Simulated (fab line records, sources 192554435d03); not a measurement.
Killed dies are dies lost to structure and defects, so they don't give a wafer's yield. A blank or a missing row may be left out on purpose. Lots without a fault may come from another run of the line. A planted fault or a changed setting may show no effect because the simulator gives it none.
fab line records | flow n5_finfet
record lots=4 wafers=12 last_day=16
route steps=1938 shown MIM_BOT_LITHO@1861 MIM_BOT_ETCH@1866 PASS1_CAP@1873 TV_LITHO@1875 TV_OPEN@1887 PASSIVATION@1936
lots that met no fault: from a run of the same line without faults
start_h: hours from the record's first day to the start of the lot's first wafer shown | wait_h: hours since the lot's step before | " the same as in the row above | L1.1+2: a row that stands for several wafers | - no value, or no start given | * or withheld: withheld | < > ~ a bound
route shown NAME@n: a module of which the file shows steps, and the number in the route of the first | usual: mean/standard deviation of fault-free wafers | same: alike in all rows | chamber/n: place in a boat | sites: the reading at each site | _std_site: their standard deviation | _edge_site: outer sites' mean less inner sites' | radius_mm: how far each site lies from the wafer's centre | mask NAME#n: copy n | behind: the tool/chamber that last shaped the wafer | hold: why the lot was held/for how many hours/how that ended | device: the transistor (n, p or np) that didn't switch | end of line: the same wafers' tests at the end of the route | a step without rows: its recipe alone | killed: dies lost to structure and defects at the first sort, not the wafer's yield | map: a wafer's dies, x killed, . not, _ none there
set.NAME: the setting as run; set.NAME@STEP: as run at that earlier step | model.NAME: the simulator's own value behind a step, which no gauge read
lots at some steps of the route; a table a step, a row a wafer
services: from which hour (start_h, from the record's first day; less than 0 if before it) a tool's chamber was out of use, for how many hours, and why
## steps
# step N5_MIM_BOT_LITHO_HARDBAKE_09
# recipe temp_c=130 time_s=120
# step N5_MIM_BOT_LITHO_DESCUM_10
# recipe chemistry=O2 time_s=7.9 source_power_w=50 bias_power_w=20 pressure_mtorr=20 rf_frequency_hz=2.712e+07 temp_c=40 o2_flow_sccm=225
# step N5_MIM_BOT_ETCH_ETCH_04
# recipe chemistry=CF4/O2 target=SiNx target_depth_a=260 time_s=13 ion_energy_ev=100 pressure_mtorr=40 source_w=535 bias_w=49 Ar_flow_sccm=100 cf4_flow_sccm=100 O2_flow_sccm=10
# step N5_MIM_BOT_ETCH_ETCH_03
# recipe chemistry=Cl2/BCl3 target_depth_a=120 pressure_mtorr=8 icp_w=800 bias_w=100 Cl2_flow_sccm=20 bcl3_flow_sccm=80
# step N5_MIM_BOT_ETCH_ETCH_00
# recipe chemistry=Cl2/BCl3 target=TiN target_depth_a=455 ion_energy_ev=150 pressure_mtorr=10 icp_w=1000 bias_w=126 Cl2_flow_sccm=53.25 bcl3_flow_sccm=21.75 Ar_flow_sccm=25
# step N5_MIM_BOT_ETCH_STRIP_01
# recipe chemistry=O2 power_w=600 temp_c=60 pressure_mtorr=30 rf_frequency_hz=6e+07 bias_power_w=0 overash_fraction=0.5 o2_flow_sccm=225
# step N5_MIM_BOT_ETCH_STRIP_02
# recipe chemistry=post_etch_residue_remover time_s=1200 temp_c=72.5
# step N5_MIM_BOT_ETCH_CLEAN_05
# recipe chemistry=IPA time_s=180 temp_c=25
# step N5_MIM_BOT_ETCH_SRD_06
# recipe dry=ipa_marangoni time_s=30 temp_c=23 rinse_liquid=diw
# step N5_PASSIVATION_PECVD_55
# recipe material=SiO2 target_thk_a=4000 temp_c=400 precursor=SiH4/N2O pressure_torr=2.7 rf_w=608 time_s=22.5
# usual chamber_pressure_Torr=2.699/0.0061 heater_power_outer_w=363/59 heater_power_w=637/91 rf_fwd_power_W=599.7/2.8 showerhead_plenum_p_Torr=8.11/0.086 throttle_valve_pct=51.7/2.9
# columns lot.wafer tool chamber start_h wait_h chamber_pressure_Torr heater_power_outer_w heater_power_w rf_fwd_power_W showerhead_plenum_p_Torr since_wet_clean_h throttle_valve_pct
L156.4 pecvd-02 2 285.34 0.0 2.692 376 611 602.5 8.02 - 50.3
L156.5 " 0 " " 2.701 359 585 597.4 8.20 - 49.7
L156.6 " 1 " " 2.710 478 791 599.9 7.91 - 56.6
L166.1 pecvd-01 2 343.68 0.0 - - - - - - -
L166.5 " 0 " " - - - - - - -
L166.6 " 2 " " - - - - - - -
L164.3 pecvd-02 1 344.32 0.0 - - - - - - -
L164.4 " 0 " " - - - - - - -
L164.6 " 1 " " - - - - - - -
L171.2 pecvd-04 1 382.65 0.0 2.699 393 632 601.0 8.24 1630 51.7
L171.3 " 0 " " 2.698 272 574 595.4 8.03 905 52.3
L171.5 " 1 " " 2.696 415 678 604.4 8.25 - 51.7
# step N5_PASSIVATION_PECVD_01
# recipe material=SiNx target_thk_a=2000 temp_c=400 precursor=SiH4/NH3/N2 pressure_torr=4.9 rf_w=1406 time_s=43.2
# step N5_PASSIVATION_HMDS_03
# recipe time_s=60 temp_c=120
# step N5_PASSIVATION_COAT_04
# recipe spin_rpm=* resist_thk_nm=*
# step N5_PASSIVATION_EBR_06
# recipe solvent=PGMEA ebr_width_mm=1.5
# step N5_PASSIVATION_SOFTBAKE_05
# recipe temp_c=100 time_s=90
# step N5_PASSIVATION_EXPOSE_07
# recipe mask_id=TV na=0.55 source_shape=conventional sigma_outer=0.8 polarization=unpolarized defocus_nm=0 target_cd_nm=3000 dose_mj=22.75
# step N5_PASSIVATION_PEB_08
# recipe peb_temp_c=withheld peb_time_s=*
# step N5_PASSIVATION_DEVELOP_09
# recipe develop_time_s=60 rinse_liquid=diw dry=air_spin dev_temp_c=21
# step N5_PASSIVATION_HARDBAKE_11
# recipe temp_c=130 time_s=120
# step N5_PASSIVATION_DESCUM_12
# recipe chemistry=O2 time_s=7.9 source_power_w=50 bias_power_w=20 pressure_mtorr=20 rf_frequency_hz=2.712e+07 temp_c=40 o2_flow_sccm=225
# step N5_PASSIVATION_PASS_ETCH_74
# recipe chemistry=CF4/O2 target=SiNx target_depth_a=2200 time_s=110 ion_energy_ev=100 pressure_mtorr=40 source_w=535 bias_w=49 Ar_flow_sccm=100 cf4_flow_sccm=100 O2_flow_sccm=10
# step N5_PASSIVATION_VIA_ETCH_13
# recipe chemistry=CHF3/O2 target=SiO2 target_depth_a=6600 CHF3_flow_sccm=50 O2_flow_sccm=5 Ar_flow_sccm=200 time_s=330 mask_material=PR pressure_mtorr=30 source_w=650 bias_w=170 ion_energy_ev=200 ends=cleared
# usual drypump_motor_current_A=5.8/0.42 etch_rf_on_time_s=239/4.7 oes_ar_750_au=0.76/0.081 oes_product_au=0.68/0.077 rf_fwd_power_W=647.9/2 rf_vpp_V=527/11 showerhead_plenum_p_Torr=2.41/0.09 throttle_valve_pct=18.97/0.22
# columns lot.wafer tool chamber start_h wait_h drypump_motor_current_A etch_rf_on_time_s oes_ar_750_au oes_product_au rf_fwd_power_W rf_hours_counter_h rf_vpp_V showerhead_plenum_p_Torr throttle_valve_pct model.coat_of_PASSIVATION_COAT_04.thk_nm model.TV_OPEN.cd_offset_nm
L156.4 rie_diel-02 0 286.10 0.0 5.7 235 0.71 0.65 647.1 195 521 2.39 18.80 * 1.2
L156.5 " 2 " " 5.0 240 0.71 0.64 646.9 - 526 2.38 18.78 * 0.8
L156.6 " 1 " " 6.1 238 0.71 0.63 643.0 - 523 2.48 18.96 * 1.6
L166.1 rie_diel-01 3 346.24 0.0 5.0 325 0.68 0.62 645.5 244 527 2.29 19.02 * 0
L166.5 " 1 " " 6.5 328 0.80 0.75 646.2 - 520 2.42 18.75 * 0
L166.6 " 0 " " 6.1 332 0.74 0.66 647.3 - 522 2.29 19.15 * -0.2
L164.3 rie_diel-01 2 347.23 0.0 6.0 336 0.70 0.63 651.1 235 543 2.48 19.19 * 1.2
L164.4 " 3 " " 5.0 327 0.68 0.62 647.1 244 526 2.29 19.01 * 0.2
L164.6 " 3 " " 5.0 325 0.68 0.62 648.0 - 524 2.29 19.01 * 0.2
L171.2 rie_diel-05 2 385.22 0.0 5.6 242 0.91 0.81 647.0 15 507 2.47 18.62 * 1.8
L171.3 " 3 " " 5.6 238 0.86 0.80 644.3 26 529 2.47 18.69 * 2
L171.5 " 0 " " 5.9 235 0.79 0.71 648.6 - 545 2.51 18.99 * 2.4
# step N5_PASSIVATION_STRIP_14
# recipe chemistry=O2 power_w=600 temp_c=60 pressure_mtorr=30 rf_frequency_hz=6e+07 bias_power_w=0 overash_fraction=0.5 o2_flow_sccm=225
# step N5_PASSIVATION_ETCH_15
# recipe chemistry=CF4/N2 target=SiCN target_depth_a=750 taper_deg=2 time_s=81.2 ion_energy_ev=150 mask_material=SiNx pressure_mtorr=40 source_w=430 bias_w=70 Ar_flow_sccm=100 cf4_flow_sccm=60 n2_flow_sccm=60
# usual drypump_motor_current_A=5.8/0.42 oes_product_au=0.75/0.085 rf_fwd_power_W=428.0/1.4 rf_vpp_V=382.1/2.2 showerhead_plenum_p_Torr=2.20/0.083 throttle_valve_pct=15.53/0.23
# columns lot.wafer tool chamber start_h wait_h drypump_motor_current_A oes_product_au rf_fwd_power_W rf_hours_counter_h rf_vpp_V showerhead_plenum_p_Torr throttle_valve_pct model.TV_OPEN.cd_offset_nm
L156.4 rie_diel-02 0 - - 5.7 0.71 430.1 195 381.5 2.19 15.43 1.2
L156.5 " 2 " " 5.0 0.71 426.3 - 380.9 2.17 15.40 0.8
L156.6 " 1 " " 6.2 0.69 427.1 - 383.0 2.27 15.53 1.6
L166.1 rie_diel-01 3 - - 5.0 0.68 427.7 244 379.4 2.10 15.58 0.2
L166.5 " 1 " " 6.5 0.82 426.4 - 384.3 2.22 15.37 0
L166.6 " 0 " " 6.1 0.74 426.7 - 379.6 2.10 15.71 -0.2
L164.3 rie_diel-01 2 - - 5.9 0.69 426.2 235 384.1 2.27 15.79 1.4
L164.4 " 3 " " 5.0 0.68 426.6 244 380.2 2.10 15.59 0.2
L164.6 " 3 " " 5.0 0.68 425.6 - 380.0 2.09 15.58 0.4
L171.2 rie_diel-05 2 - - 5.6 0.89 428.4 15 383.3 2.26 15.13 1.8
L171.3 " 3 " " 5.6 0.88 427.9 26 384.0 2.25 15.14 2.2
L171.5 " 0 " " 5.9 0.79 429.1 - 385.1 2.30 15.55 2.4
# step N5_PASSIVATION_STRIP_73
# recipe chemistry=post_etch_residue_remover time_s=60 temp_c=25 remover_ph=withheld remover_water_wt_pct=withheld remover_fluoride_wt_pct=withheld
# step N5_PASSIVATION_PROBE_49
# usual defect_limited_yield=91.0/1.3 killed_at_M0_to_M3=36/9.5 killed_at_M4_up=14/5.6 killed_at_contacts=12/6.4 killed_at_front_end=40/10 killed_at_other=3.2/3 killed_dies=107/15 killed_open=69/12 killed_short=35/7.7 sort_bin_5_function=5.3/0.91 sort_bin_6_memory=3.3/0.65 sort_n_pass=1073/15 sort_yield_pct=91.0/1.3
# same gross_dies=1180 killed_at_back_side=0 sort_bin_4_leakage[%]=0 sort_bin_8_speed[%]=0
# columns lot.wafer tool chamber start_h wait_h defect_limited_yield[%] killed_at_M0_to_M3 killed_at_M4_up killed_at_contacts killed_at_front_end killed_at_other killed_dies killed_open killed_short sort_bin_5_function[%] sort_bin_6_memory[%] sort_n_pass sort_yield_pct[%]
L166.1 prober-02 - 354.61 0.0 88.8 34 16 18 59 5 132 85 43 7.2 3.8 1048 88.8
L166.5 prober-02 - 354.81 0.2 89.7 45 17 11 47 2 122 73 44 5.3 4.7 1058 89.7
L166.6 prober-02 - 354.86 0.3 88.6 49 15 29 40 1 134 76 39 5.7 4.2 1046 88.6
# killed by level:class
L166.1 STI_FIN_REVEAL:geometric_particle:open=15 MOL_CONTACT_COAG:geometric_particle:open=11 GATE_CUT:geometric_particle:short=10 BEOL_M2:geometric_particle:open=9 BEOL_M3:geometric_particle:open=8 MOL_CONTACT_COAG:geometric_particle:short=7 FIN_SAQP:geometric_particle:short=6 STARTING-WAFER:geometric_particle:open=6
L166.5 BEOL_M0_SAQP:geometric_particle:open=14 STI_FIN_REVEAL:geometric_particle:open=11 BEOL_M2:geometric_particle:open=9 MOL_CONTACT_COAG:geometric_particle:open=8 BEOL_M0_SAQP:geometric_particle:short=8 GATE_CUT:geometric_particle:short=6 DUMMY_GATE:geometric_particle:open=5 FIN_SAQP:geometric_particle:short=4
L166.6 MOL_CONTACT_COAG:geometric_particle:open=23 BEOL_M0_SAQP:geometric_particle:short=12 HKMG_FIN:area_etch=12 BEOL_M0_SAQP:geometric_particle:open=11 BEOL_M2:geometric_particle:open=11 STI_FIN_REVEAL:geometric_particle:open=8 MOL_CONTACT_COAG:geometric_particle:short=6 BEOL_M3:geometric_particle:open=5
## services
# columns tool chamber start_h hours kind
rie_diel-05 3 291.67 - clean
rie_diel-05 3 291.67 - consumable_replace:focus_ring
rie_diel-05 3 291.67 12.5 scheduled_down
rie_diel-05 3 291.67 12.5 vent_cycle
pecvd-02 2 299.65 5.5 scheduled_down
pecvd-02 1 305.11 2.1 scheduled_down
pecvd-02 - 307.51 5.5 pm
rie_diel-05 2 312.84 - clean
rie_diel-05 2 312.84 - consumable_replace:focus_ring
rie_diel-05 2 312.84 16.0 scheduled_down
rie_diel-05 2 312.84 16.0 vent_cycle
pecvd-01 2 326.11 - calibration
pecvd-02 - 337.70 3.3 repair
rie_diel-02 3 351.18 - clean
rie_diel-02 3 351.18 - consumable_replace:focus_ring
rie_diel-02 3 351.18 - consumable_replace:showerhead
rie_diel-02 3 351.18 16.0 scheduled_down
rie_diel-02 3 351.18 16.0 vent_cycle
rie_diel-05 0 365.70 8.6 repair
rie_diel-01 3 374.08 - clean
rie_diel-01 3 374.08 - consumable_replace:focus_ring
rie_diel-01 3 374.08 - consumable_replace:showerhead
rie_diel-01 3 374.08 19.6 scheduled_down
rie_diel-01 3 374.08 19.6 vent_cycle
## key
first_sign step=N5_PASSIVATION_PECVD_55 reading=tool_record direction=missing
effect step=N5_PASSIVATION_VIA_ETCH_13 reading=etch_rf_on_time_s direction=up sigmas=19 usual=* struck=*
model_effect step=N5_PASSIVATION_VIA_ETCH_13 value=coat_of_PASSIVATION_COAT_04.thk_nm without=* struck=*
model_effect step=N5_PASSIVATION_ETCH_15 value=TV_OPEN.cd_offset_nm without=2.167 struck=0.3333
met_at N5_PASSIVATION_PECVD_55
struck_wafers L164.3,L164.4,L164.6,L166.1,L166.5,L166.6
baseline_loss step=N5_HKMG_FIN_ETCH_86 wafers=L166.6
onset_between 285.34 343.68
fault kind=skipped_step_whole tool=pecvd-01,pecvd-02 chamber=- onset_h=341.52 steps=N5_PASSIVATION_PECVD_55 scope=struck_lots_only
# baseline_loss: these wafers lose ten dies or more at that step, a loss of the line's own and not of a fault; the sort's usual values leave them out
